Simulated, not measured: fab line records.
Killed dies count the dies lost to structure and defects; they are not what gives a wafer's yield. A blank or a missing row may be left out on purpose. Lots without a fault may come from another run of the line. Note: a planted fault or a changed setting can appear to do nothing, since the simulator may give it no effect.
Comparing a struck lot with a sound one    flow n5Finfet    28 out of 1938 route steps
Sound: these wafers, L253.1, L253.2, L253.5. Wafers struck: L241.4, L241.5, L241.6. At the end, the cause is stated.
Per side, at each step with rows, come the tool, then ch with its chambers, and then its first start. Under that, the readings that differ: sound wafers    struck wafers    difference of the means    sigmas: that difference in standard deviations of wafers without a fault.
alike: same words and numbers on both sides, and readings whose means sit less than 2 such deviations apart. not compared: any withheld reading, any reading some wafer has no value for, any bound like >300 that may hide the same value, and any number with overlapping values for which the record gives no deviation.
The two part at a step that has a row with sigmas, a row that says differs or no value, or rows on one side only. When numbers do not overlap yet have no deviation, they are printed without sigmas and do not part them. Lack of a reading on every wafer of one side parts them only where that side has two or more wafers.

first, 9 steps without rows for these wafers: N5_BEOL_M5_COAT_71 (time 60 s, resist thk 5 nm); N5_BEOL_M5_COAT_05 (resist thk 30 nm); N5_BEOL_M5_EBR_07; N5_BEOL_M5_SOFTBAKE_06 (time 60 s); N5_BEOL_M5_EXPOSE_08 (exposes mask M5, target cd 28 nm); N5_BEOL_M5_PEB_09 (peb time 60 s); N5_BEOL_M5_DEVELOP_10 (develop time 30 s); N5_BEOL_M5_DESCUM_16 (chemistry O2, time 7 s); N5_BEOL_M5_ETCH_72 (etches underlayer in N2/H2, target depth 6.5 nm, time 5.2 s).
N5_BEOL_M5_ETCH_61: etches SiARC in CF4, target depth 15.6 nm, time 26 s.
  sound on rieDiel-02 ch 1,2,3, day 13 02:36; struck on rieDiel-03 ch 1,2,3, day 10 05:43
  alike: drypumpMotorCurrentA, etchRfOnTimeS, oesProductAu, rfVppV, showerheadPlenumPTorr, throttleValvePct
  not compared: rfHoursCounterH
then, 15 steps without rows for these wafers: N5_BEOL_M5_ETCH_62 (etches SOC in N2/H2, target depth 75 nm, overetch 15 nm, time 112.5 s); N5_BEOL_M5_STRIP_63 (strips in N2/H2); N5_BEOL_M5_STRIP_73 (strips in N2/H2); N5_BEOL_M5_STRIP_64 (strips in CF4); N5_BEOL_M5_HM_OPEN_17 (chemistry Cl2/BCl3, target TiN, target depth 20 nm, overetch 6 nm); N5_BEOL_M5_STRIP_19 (strips in O2); N5_BEOL_M5_COAT_65 (time 60 s, resist thk 60 nm); N5_BEOL_M5_COAT_66 (time 60 s, resist thk 12 nm); N5_BEOL_M5_COAT_74 (time 60 s, resist thk 5 nm); N5_BEOL_M5_COAT_22 (resist thk 30 nm); N5_BEOL_M5_EBR_24; N5_BEOL_M5_SOFTBAKE_23 (time 60 s); N5_BEOL_M5_EXPOSE_25 (exposes mask V4, defocus 10 nm); N5_BEOL_M5_PEB_26 (peb time 60 s); N5_BEOL_M5_DEVELOP_27 (develop time 30 s).
N5_BEOL_M5_INSPECT_30: inspects for defects (brightfield).
  sound on defectInspect-02 at day 13 03:58; struck on defectInspect-01 at day 10 06:32
reading         sound        struck       difference  sigmas
rawDefectCount  340 356 337  630 592 530  +240        +3
then, 1 step without rows for these wafers: N5_BEOL_M5_DESCUM_33 (chemistry O2, time 7 s).
-- here the record skips 4 days between the struck wafers' starts before and after, leaving off in module BEOL_M5 and picking up in module PASSIVATION (first step shown: number 1936 of the route) --
N5_PASSIVATION_PROBE_49:
  sound on prober-02 at day 17 06:02; struck on prober-02 at day 14 00:17
reading                  sound           struck          difference  sigmas
defectLimitedYield (%)   89.7 91.0 90.1  82.3 83.7 86.2  -6.2        -5
killed_at_M4_up          25 16 22        101 104 54      +65         +12
killedDies               121 106 117     209 192 163     +73         +5
sort_bin_5_function (%)  6.0 5.2 6.3     10.7 10.5 7.8   +3.8        +4
sortNPass                1059 1074 1063  971 988 1017    -73         -5
sortYieldPct (%)         89.7 91.0 90.1  82.3 83.7 86.2  -6.2        -5
  alike: killed_at_M0_to_M3, killedAtContacts, killedAtFrontEnd, killedAtOther, killedOpen, killedShort, sort_bin_6_memory

## WHERE THEY PART
At N5_BEOL_M5_INSPECT_30 first; at N5_PASSIVATION_PROBE_49 last (within this record only).

WHY: the cause the simulator had injected
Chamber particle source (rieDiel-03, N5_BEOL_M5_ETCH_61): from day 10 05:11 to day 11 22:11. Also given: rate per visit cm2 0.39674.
